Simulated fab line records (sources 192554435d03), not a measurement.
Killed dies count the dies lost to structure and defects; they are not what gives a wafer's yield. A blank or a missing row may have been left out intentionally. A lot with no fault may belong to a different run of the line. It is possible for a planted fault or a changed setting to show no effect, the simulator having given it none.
Matching of chambers + flow n5-finfet + N5_HKMG_FIN_STRIP_92 on rie-diel-05 has 4 sister chambers
The step strips SOC in N2/H2, time 20 s. 16 wafers are shown with their chamber, then 8 later ones without.

== EACH WAFER AND ITS CHAMBER ==
| wafer  | chamber | showerhead-plenum-p-Torr (Torr) | throttle-valve-pct (%) | oes-product-au (a.u.) |
|--------|---------|---------------------------------|------------------------|-----------------------|
| L074.1 | 1       | 3.32                            | 19.5                   | 0.67                  |
| L074.3 | 3       | 3.48                            | 18.9                   | 0.72                  |
| L074.5 | 3       | 3.48                            | 18.9                   | 0.72                  |
| L075.1 | 3       | 3.48                            | 18.9                   | 0.72                  |
| L075.3 | 1       | 3.32                            | 19.5                   | 0.67                  |
| L075.6 | 0       | 3.15                            | 19.4                   | 0.83                  |
| L076.2 | 0       | 3.15                            | 19.4                   | 0.83                  |
| L076.3 | 3       | 3.48                            | 18.9                   | 0.72                  |
| L076.5 | 3       | 3.48                            | 18.9                   | 0.72                  |
| L077.2 | 1       | 3.32                            | 19.5                   | 0.67                  |
| L077.4 | 0       | 3.15                            | 19.4                   | 0.82                  |
| L077.6 | 3       | 3.48                            | 18.9                   | 0.72                  |
| L085.2 | 2       | 3.53                            | 18.8                   | 0.86                  |
| L085.4 | 0       | 3.14                            | 19.4                   | 0.81                  |
| L085.6 | 3       | 3.47                            | 19.0                   | 0.72                  |
| L087.3 | 3       | 3.46                            | 19.0                   | 0.71                  |

SIGNATURES, as means of the wafers listed above
| reading                  | chamber 0 | chamber 1 | chamber 2 | chamber 3 | scatter within a chamber |
|--------------------------|-----------|-----------|-----------|-----------|--------------------------|
| showerhead-plenum-p-Torr | 3.1475    | 3.3200    | 3.5300    | 3.4762    | 0.00621                  |
| throttle-valve-pct       | 19.400    | 19.500    | 18.800    | 18.925    | 0.0354                   |
| oes-product-au           | 0.8225    | 0.6700    | 0.8600    | 0.7188    | 0.0055                   |
Rule: a wafer's distance from a chamber is the root of the sum, over the readings, of the square of ((its reading less the chamber's mean) divided by the reading's scatter). If the next closest chamber is less than 2 further off than the closest, the wafer can't be placed; otherwise it belongs to the closest. How the scatter is found: for the shown wafers, subtract from each reading the mean of its chamber, square and add these, divide the total by (wafers less chambers), then take the root.

== WAFERS WITHOUT THEIR CHAMBER ==
| wafer  | showerhead-plenum-p-Torr (Torr) | throttle-valve-pct (%) | oes-product-au (a.u.) |
|--------|---------------------------------|------------------------|-----------------------|
| L087.4 | 3.31                            | 19.1                   | 0.98                  |
| L087.5 | 3.31                            | 19.1                   | 0.97                  |
| L088.1 | 3.31                            | 19.1                   | 0.97                  |
| L088.2 | 3.13                            | 19.4                   | 0.80                  |
| L088.5 | 3.31                            | 19.1                   | 0.97                  |
| L097.1 | 3.13                            | 19.5                   | 0.78                  |
| L097.3 | 3.30                            | 19.1                   | 0.90                  |
| L097.6 | 3.30                            | 19.1                   | 0.88                  |

== CHAMBER TAKEN BY EACH ==
| wafer  | from the rows above | in truth                   |
|--------|---------------------|----------------------------|
| L087.4 | 0                   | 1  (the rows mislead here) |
| L087.5 | 0                   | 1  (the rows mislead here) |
| L088.1 | 0                   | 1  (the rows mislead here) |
| L088.2 | 0                   | 0                          |
| L088.5 | 0                   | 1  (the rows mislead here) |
| L097.1 | 0                   | 0                          |
| L097.3 | 0                   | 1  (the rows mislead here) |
| L097.6 | 0                   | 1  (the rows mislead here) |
2 of 8 placed correctly. Can't be placed from these rows: 0. Placed wrongly: 6.
